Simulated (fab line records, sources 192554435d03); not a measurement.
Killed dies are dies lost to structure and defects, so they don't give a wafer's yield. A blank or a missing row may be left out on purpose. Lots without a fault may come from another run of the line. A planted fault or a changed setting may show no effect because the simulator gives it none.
Split-lot experiment | flow n5_finfet | 7 lots, 21 wafers read, on a route of 1938 steps

THE SPLIT
At N5_BEOL_M3_COAT_05 (resist thk 30 nm), the setting spin_rpm was moved away from the recipe's 1500 rpm on 7 of the 21 wafers read, by -9.9% to -4.9%. The other wafers ran this setting at the recipe's value.

FROM THE SPLIT TO THE READING: what the file shows between them, 5 steps
- N5_BEOL_M3_EBR_07
- N5_BEOL_M3_SOFTBAKE_06: time 60 s
- N5_BEOL_M3_EXPOSE_08: exposes mask M3
- N5_BEOL_M3_PEB_09: peb time 60 s
- N5_BEOL_M3_DEVELOP_10: develop time 30 s

THE READING
CAR-EUV_of_BEOL_M3_COAT_05.thk_nm (the simulator's own value, which no gauge read), in nm, at N5_BEOL_M3_DESCUM_16 (chemistry O2, time 7 s). The file gives no usual value for it. The 14 wafers here that ran the recipe average 26.1 nm, standard deviation 0.096 nm.

wafer  | tool, chamber at the split | spin_rpm as run, rpm | against the recipe | CAR-EUV_of_BEOL_M3_COAT_05.thk_nm, nm | against lot-mates on the recipe
L077.2 | litho_track-04, 0          | 1395                 | -7.0%              | 27.2                                  | +1.2
L077.4 | litho_track-04, 0          | 1395                 | -7.0%              | 27.2                                  | +1.2
L077.3 | litho_track-04, 0          | 1500                 | recipe             | 26                                    | -
L076.1 | litho_track-01, 0          | 1500                 | recipe             | 26                                    | -
L076.3 | litho_track-01, 0          | 1500                 | recipe             | 26                                    | -
L076.5 | litho_track-01, 0          | 1500                 | recipe             | 26                                    | -
L080.1 | litho_track-01, 0          | 1500                 | recipe             | 26.2                                  | -
L080.3 | litho_track-01, 0          | 1500                 | recipe             | 26.2                                  | -
L080.6 | litho_track-01, 0          | 1500                 | recipe             | 26                                    | -
L085.1 | litho_track-03, 0          | 1352                 | -9.9%              | 27.6                                  | +1.6
L085.3 | litho_track-03, 0          | 1352                 | -9.9%              | 27.8                                  | +1.8
L085.6 | litho_track-03, 0          | 1500                 | recipe             | 26                                    | -
L088.2 | litho_track-01, 0          | 1500                 | recipe             | 26.2                                  | -
L088.6 | litho_track-01, 0          | 1500                 | recipe             | 26.2                                  | -
L088.4 | litho_track-01, 0          | 1500                 | recipe             | 26                                    | -
L093.3 | litho_track-03, 0          | 1500                 | recipe             | 26.2                                  | -
L093.4 | litho_track-03, 0          | 1426                 | -4.9%              | 27                                    | +0.8
L093.6 | litho_track-03, 0          | 1426                 | -4.9%              | 27                                    | +0.8
L095.1 | litho_track-01, 0          | 1414                 | -5.7%              | 26.8                                  | +0.8
L095.2 | litho_track-01, 0          | 1500                 | recipe             | 26                                    | -
L095.4 | litho_track-01, 0          | 1500                 | recipe             | 26                                    | -

THE FIT
A straight line over all 21 wafers: CAR-EUV_of_BEOL_M3_COAT_05.thk_nm changes by -0.164 nm for each +1% of spin_rpm; r = -0.98; the points scatter about the line by 0.11 nm.
The same after taking each lot's own level away (the mean of its wafers on the recipe; 21 wafers): -0.169 nm for each +1%; r = -0.99; scatter 0.075 nm.
On that fit, the largest move of spin_rpm shifts the reading by 1.7 nm.
The lots' own levels span 26.00 to 26.20 nm, that is 2.1 times the standard deviation above.
So the lot-to-lot level changes the slope little: the two slopes agree.
Check: with one of the wafers moved furthest among these (-9.9%) left out of the fit, the line predicts +1.68 nm for it against its lot-mates. It came out at +1.6 nm against them.

OTHER SPLITS ON THESE WAFERS
These wafers also went through other splits before the reading. Each is held against what the fit with the lots' levels taken away leaves over:
other split on the same wafers            | wafers away from the commonest value | r with CAR-EUV_of_BEOL_M3_COAT_05.thk_nm (lot level and that fit taken away)
N5_BEOL_M0_SAQP_SPACER1_ALD_98 ald_cycles | 7                                    | +0.06
N5_BEOL_M0_TRENCH_ETCH_107 target_depth_a | 8                                    | +0.09
N5_BEOL_M2_EXPOSE_25 dose_mj              | 8                                    | +0.14
N5_BEOL_M3_HM_DEP_02 target_thk_a         | 6                                    | -0.05

THE WHOLE CHAIN: every reading that the file lists as answering this split, in the file's order
step                  | what it does           | reading                                                                            | change (the file's fit)               | r (the file's)
N5_BEOL_M3_COAT_05    | resist thk 30 nm       | CAR-EUV_of_BEOL_M3_COAT_05.thk_nm (the simulator's own value, which no gauge read) | -0.157 nm for each +1% of the setting | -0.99
N5_BEOL_M3_DEVELOP_10 | develop time 30 s      | CAR-EUV_of_BEOL_M3_COAT_05.thk_nm (the simulator's own value, which no gauge read) | -0.155 nm for each +1% of the setting | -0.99
N5_BEOL_M3_DESCUM_16  | chemistry O2, time 7 s | CAR-EUV_of_BEOL_M3_COAT_05.thk_nm (the simulator's own value, which no gauge read) | -0.166 nm for each +1% of the setting | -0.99

THE FILE'S OWN FIT
CAR-EUV_of_BEOL_M3_COAT_05.thk_nm changes by -0.166 nm for each +1% of spin_rpm, r = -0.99.
